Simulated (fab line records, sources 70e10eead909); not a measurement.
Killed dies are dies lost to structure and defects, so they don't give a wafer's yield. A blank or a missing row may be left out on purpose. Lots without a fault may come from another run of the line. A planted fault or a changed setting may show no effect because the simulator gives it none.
Which tool did it? | flow nand_harc | 6 lots, 18 wafers sampled, at 4 steps of a route of 1302

WHAT THE GAUGES READ, wafer by wafer
NHARC_A_ONON_D2_THK_MEAS_24: measures by ellipsometry.
lot  | measured     | on            | thk_nm (nm)
L262 | day 13 18:08 | film_metro-02 | 987 987 1567
L272 | day 17 21:38 | film_metro-01 | 1016 1015 1017
L274 | day 19 02:20 | film_metro-02 | 1008 1009 1009
L277 | day 19 13:55 | film_metro-02 | 994 995 996
L278 | day 20 20:39 | film_metro-01 | 1008 1007 1008
L280 | day 21 14:52 | film_metro-01 | 1016 1015 1015

WHICH TOOL RAN EACH LOT (tool, then ch and the chambers of the sampled wafers, then the start)
lot  | NHARC_A_CHANNEL_FILL_D1_ALD_14   | NHARC_A_CHANNEL_FILL_D1_ETCHBACK_19 | NHARC_A_ONON_D2_DEP_22
L262 | ald_hk-04 ch 0,2,3, day 10 01:52 | rie_si-03 ch 0,1,2, day 10 19:46    | pecvd_onon-01 ch 0, day 13 17:41
L272 | ald_hk-02 ch 0,1, day 14 07:41   | rie_si-04 ch 0,1,3, day 15 00:40    | pecvd_onon-01 ch 0, day 17 21:14
L274 | ald_hk-03 ch 1,2, day 15 11:39   | rie_si-04 ch 2,3, day 16 04:50      | pecvd_onon-02 ch 0, day 19 01:57
L277 | ald_hk-03 ch 0,3, day 15 19:43   | rie_si-03 ch 0,1,3, day 16 13:01    | pecvd_onon-02 ch 0, day 19 13:31
L278 | ald_hk-02 ch 1,2,3, day 17 03:23 | rie_si-04 ch 2,3, day 18 01:00      | pecvd_onon-01 ch 0, day 20 20:19
L280 | ald_hk-04 ch 1,2,3, day 17 16:56 | rie_si-03 ch 0,1,2, day 18 12:28    | pecvd_onon-01 ch 0, day 21 14:20
- NHARC_A_CHANNEL_FILL_D1_ALD_14: deposits SiO2, target thk 2.5 nm, pulse time 10 s, ald cycles 25.
- NHARC_A_CHANNEL_FILL_D1_ETCHBACK_19: etches the open film in HBr/Cl2, target depth 5 nm, time 1.7 s.
- NHARC_A_ONON_D2_DEP_22: target thk 1000 nm.

THE ANSWER, worked out from the rows above alone
Rule: what is usual is taken from the lots themselves. Put in order of their means at a reading, lots are off if they are a third of the lots or fewer, leave a main group of 4 or more, and stand apart from it by a gap of 3 or more times the standard deviation of the main group's means; of several such gaps the widest counts. A main group whose means are all the same, to the digits that the tables above print for the reading, isn't used. A lot without any number at a reading at which 4 lots or more have one is off too. The other lots that the step has rows for count as sound.
Off: L262, at NHARC_A_ONON_D2_THK_MEAS_24 (thk_nm). The main group: mean 1009 nm, standard deviation 7.6.
A tool fits if, at a process step before that reading, it ran every lot that is off, and no sound lot after the first of them. The gauges at NHARC_A_ONON_D2_THK_MEAS_24 are tried like those tools. None of those tried fits.

WHAT THE SIMULATOR HAD PUT IN
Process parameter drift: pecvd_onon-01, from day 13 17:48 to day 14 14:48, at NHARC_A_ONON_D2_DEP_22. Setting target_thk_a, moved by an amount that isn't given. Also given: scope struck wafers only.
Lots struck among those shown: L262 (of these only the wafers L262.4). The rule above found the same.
